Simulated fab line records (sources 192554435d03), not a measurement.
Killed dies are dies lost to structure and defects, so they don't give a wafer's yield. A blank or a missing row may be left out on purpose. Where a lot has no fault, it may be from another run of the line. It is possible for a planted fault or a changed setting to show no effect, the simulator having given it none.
Comparing a struck lot with a sound one | flow n5 finfet | 37 out of 1938 route steps
Sound: the wafers L415.1, L415.3, L415.5. Wafers struck: L407.5, L407.6. The cause comes at the end.
Each step with rows lists, per side, the tool, then ch with its chambers, then its first start. Under that, the readings that differ: sound wafers | struck wafers | difference of the means | sigmas: that difference in standard deviations of wafers without a fault.
alike: a reading whose means differ by less than 2 such deviations, as well as words and numbers matching on both sides. not compared: withheld readings; readings where some wafer has no value; bounds like >300 that might hide an equal value; numbers whose values overlap and for which the record gives no deviation.
Wherever a step has rows on one side only, a row that says differs or no value, or a row with sigmas, the two part there. Numbers that don't overlap but have no deviation are shown without sigmas and don't part them. Lack of a reading on every wafer of one side parts them only where that side has two or more wafers.

first, 9 steps without rows for these wafers: N5_BEOL_M10_ALD_74 (deposits TaN, target thk 2 nm, pulse time 2 s, purge time 3 s); N5_BEOL_M10_SURFACE_TREAT_76; N5_BEOL_M10_CVD_75 (deposits Co from CCTBA/H2, target thk 2 nm, time 138.9 s); N5_BEOL_M10_SPUTTER_48 (material Cu, target thk 12 nm, time 2 s); N5_BEOL_M10_ECD_50 (material Cu, target thk 318 nm); N5_BEOL_M10_ANNEAL_51 (time 90 s); N5_BEOL_M10_CMP_52 (polishes, stops on SiCOH lowk, t overpolish 7 s, target thk 140 nm); N5_BEOL_M10_PRE_CLEAN_55 (time 15 s); N5_BEOL_M10_DEP_56 (deposits SiCN from 3MS/NH3, target thk 15 nm, time 26.5 s).
N5_BEOL_M11_ILD_DEP_00: deposits SiCOH lowk from DEMS/porogen, target thk 308.51 nm, time 58 s.
  sound on pecvd-01 ch 1,2, day 16 16:02; struck on pecvd-03 ch 0,1, day 14 08:02
  reading                                             | sound             | struck    | difference | sigmas
  run length s (s)                                    | 100.4 100.2 100.6 | 85.3 84.7 | -15.4      | -31
  throttle valve pct (%)                              | 13.1 15.9 15.5    | 13.3 13.3 | -1.5       | -2
  model.SiCOH_lowk_of_BEOL_M11_ILD_DEP_00.thk nm (nm) | 305.8 305.6 310.6 | 233 229.4 | -76        |
  alike: heater power w, showerhead plenum p Torr
  not compared: since wet clean h
then, 1 step without rows for these wafers: N5_BEOL_M11_CURE_71 (cures SiCOH lowk, time 240 s).
N5_BEOL_M11_THK_MEAS_01:
  struck on film metro-01, day 14 08:35; sound on film metro-01, day 16 17:07
  reading          | sound       | struck  | difference | sigmas
  M11_ILD_THK (nm) | 266 265 270 | 202 198 | -67        | -18
then, 23 steps without rows for these wafers: N5_BEOL_M11_PECVD_70 (deposits SiO2 from TEOS/O2, target thk 20 nm, time 22.7 s); N5_BEOL_M11_HM_DEP_02 (deposits TiN, target thk 20 nm); N5_BEOL_M11_COAT_59 (time 60 s, resist thk 100 nm); N5_BEOL_M11_COAT_60 (time 60 s, resist thk 30 nm); N5_BEOL_M11_COAT_05 (resist thk 90 nm); N5_BEOL_M11_EBR_07; N5_BEOL_M11_SOFTBAKE_06 (time 60 s); N5_BEOL_M11_EXPOSE_08 (exposes mask M11); N5_BEOL_M11_PEB_09 (peb time 60 s); N5_BEOL_M11_DEVELOP_10 (develop time 30 s); N5_BEOL_M11_DESCUM_16 (chemistry O2, time 7.9 s); N5_BEOL_M11_ETCH_61 (etches SiARC in CF4, target depth 39 nm, time 65 s); N5_BEOL_M11_ETCH_62 (etches SOC in N2/H2, target depth 110 nm, overetch 22 nm, time 165 s); N5_BEOL_M11_STRIP_68 (strips in N2/H2); N5_BEOL_M11_STRIP_67 (strips in CF4); N5_BEOL_M11_HM_OPEN_17 (chemistry Cl2/BCl3, target TiN, target depth 20 nm, overetch 6 nm); N5_BEOL_M11_STRIP_19 (strips in O2); N5_BEOL_M11_COAT_63 (time 60 s, resist thk 100 nm); N5_BEOL_M11_COAT_64 (time 60 s, resist thk 30 nm); N5_BEOL_M11_COAT_22 (resist thk 90 nm); N5_BEOL_M11_EBR_24; N5_BEOL_M11_SOFTBAKE_23 (time 60 s); N5_BEOL_M11_EXPOSE_25 (exposes mask V10).
N5_BEOL_M11_CMP_52: polishes, stops on SiCOH lowk, t overpolish 7 s, target thk 140 nm.
  sound on cmp-01 ch 0,1,3, day 17 00:55; struck on cmp-04 ch 2,3, day 15 00:31
  reading                                             | sound             | struck      | difference | sigmas
  model.SiCOH_lowk_of_BEOL_M11_ILD_DEP_00.thk nm (nm) | 262.6 262.4 266.8 | 198.6 195.4 | -66.9      |
  alike: head pressure psi, motor current A, slurry filter dp kPa
N5_PASSIVATION_PROBE_49:
  struck on prober-01, day 16 16:52; sound on prober-01, day 19 08:46
  reading         | sound    | struck | difference | sigmas
  killed_at_M4_up | 21 19 14 | 6 7    | -12        | -2
  killed on rim   | 16 21 24 | 11 12  | -9         | -2
  killed short    | 46 56 56 | 34 30  | -21        | -3
  alike: killed_at_M0_to_M3, killed at contacts, killed at front end, killed at other, killed dies, killed open

WHERE THEY PART
First at N5_BEOL_M11_ILD_DEP_00; last, within this record, at N5_PASSIVATION_PROBE_49.

WHY: what the simulator had put in
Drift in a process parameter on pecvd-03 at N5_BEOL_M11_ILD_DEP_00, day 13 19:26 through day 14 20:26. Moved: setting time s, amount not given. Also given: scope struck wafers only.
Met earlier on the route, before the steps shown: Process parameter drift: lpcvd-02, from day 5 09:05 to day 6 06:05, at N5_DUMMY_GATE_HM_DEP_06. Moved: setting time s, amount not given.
